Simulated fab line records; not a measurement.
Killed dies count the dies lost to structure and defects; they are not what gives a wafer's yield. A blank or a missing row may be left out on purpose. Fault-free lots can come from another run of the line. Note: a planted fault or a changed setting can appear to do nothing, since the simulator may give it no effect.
Matching of chambers | flow nand harc | ald hk-04 running NHARC_A_CHANNEL_FILL_D1_ALD_02: 4 sister chambers
The step deposits SiO2, target thk 6 nm, pulse time 10 s, ald cycles 60. 8 wafers are shown with their chamber, then 10 later ones without.

## EACH WAFER AND ITS CHAMBER
wafer  | chamber | heater power w (W) | precursor pulse height rel
L080.5 | 0       | 519                | 1.017
L083.2 | 1       | 405                | 0.979
L083.3 | 2       | 440                | 1.022
L085.2 | 0       | 501                | 1.041
L085.3 | 3       | 450                | 1.015
L085.6 | 3       | 468                | 1.024
L091.3 | 1       | 406                | 0.986
L091.4 | 2       | 439                | 1.004

## WAFERS MISSING THEIR CHAMBER
wafer  | heater power w (W) | precursor pulse height rel
L091.6 | 461                | 0.998
L094.4 | 414                | 1.027
L094.5 | 513                | 0.976
L094.6 | 463                | 1.021
L093.3 | 509                | 0.984
L093.5 | 436                | 1.018
L093.6 | 456                | 0.968
L097.2 | 506                | 1.012
L097.3 | 420                | 1.030
L097.5 | 520                | 1.009

## EACH ONE'S CHAMBER
wafer  | from the rows above          | in truth
L091.6 | can't be placed: 3 or 2      | 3
L094.4 | can't be placed: 2 or 1 or 3 | 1
L094.5 | 0                            | 0
L094.6 | 3                            | 3
L093.3 | 0                            | 0
L093.5 | can't be placed: 2 or 3      | 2
L093.6 | can't be placed: 2 or 3 or 1 | 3
L097.2 | 0                            | 0
L097.3 | can't be placed: 2 or 3 or 1 | 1
L097.5 | 0                            | 0
Correct placement for 5 of the 10. Unplaceable from these rows: 5, with the true chamber sitting among the candidates in 5. Number placed wrongly: 0.
How it was worked out, from the rows above alone: a wafer's distance from a chamber is the root of the sum, over the readings, of the square of ((its reading less the chamber's mean) divided by the reading's scatter). The wafer belongs to the nearest chamber; if the next one is less than 2 further off, it can't be placed. Each chamber's mean is taken over the wafers shown for it. The scatter: the root of (the sum of the squares of (reading less its chamber's mean) over the shown wafers, divided by (wafers less chambers)).
